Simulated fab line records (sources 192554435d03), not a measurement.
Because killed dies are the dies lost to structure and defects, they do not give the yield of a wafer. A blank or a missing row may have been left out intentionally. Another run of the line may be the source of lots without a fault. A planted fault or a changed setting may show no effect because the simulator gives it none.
Chamber matching / flow n5_finfet / N5_PMOS_HMC_CHANNEL_EPI_DESCUM_14 on rie_diel-02: 4 sister chambers
The step chemistry O2, time 7.9 s. 4 wafers are shown with their chamber, then 8 later ones without.

== WAFERS PAIRED WITH THEIR CHAMBERS ==
wafer=L082.1; chamber=1; showerhead_plenum_p_Torr (Torr)=2.04
wafer=L085.1; chamber=2; showerhead_plenum_p_Torr (Torr)=2.19
wafer=L085.5; chamber=0; showerhead_plenum_p_Torr (Torr)=2.09
wafer=L086.2; chamber=3; showerhead_plenum_p_Torr (Torr)=2.07

== WAFERS WITHOUT THEIR CHAMBER ==
wafer=L086.4; showerhead_plenum_p_Torr (Torr)=2.09
wafer=L086.6; showerhead_plenum_p_Torr (Torr)=2.03
wafer=L093.4; showerhead_plenum_p_Torr (Torr)=2.08
wafer=L093.5; showerhead_plenum_p_Torr (Torr)=2.03
wafer=L093.6; showerhead_plenum_p_Torr (Torr)=2.08
wafer=L097.1; showerhead_plenum_p_Torr (Torr)=2.08
wafer=L097.3; showerhead_plenum_p_Torr (Torr)=2.18
wafer=L097.5; showerhead_plenum_p_Torr (Torr)=2.18

== EACH ONE'S CHAMBER ==
wafer=L086.4; from the rows above=0; in truth=0
wafer=L086.6; from the rows above=1; in truth=1
wafer=L093.4; from the rows above=can't be placed: 0 or 3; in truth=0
wafer=L093.5; from the rows above=1; in truth=1
wafer=L093.6; from the rows above=can't be placed: 0 or 3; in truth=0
wafer=L097.1; from the rows above=can't be placed: 0 or 3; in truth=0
wafer=L097.3; from the rows above=2; in truth=2
wafer=L097.5; from the rows above=2; in truth=2
5 of 8 placed correctly. Not placeable from these rows: 3 (in 3, the candidates include the true chamber). Wrongly placed: 0.
How it was worked out, from the rows above alone: a wafer's distance from a chamber is the root of the sum, over the readings, of the square of ((its reading less the chamber's mean) divided by the reading's scatter). The wafer belongs to the nearest chamber; if the next one is less than 2 further off, it can't be placed. Each chamber's mean is taken over the wafers shown for it. The scatter: with one shown wafer a chamber, the root of the mean of the squares of how far each hidden wafer lies from its nearest shown one.
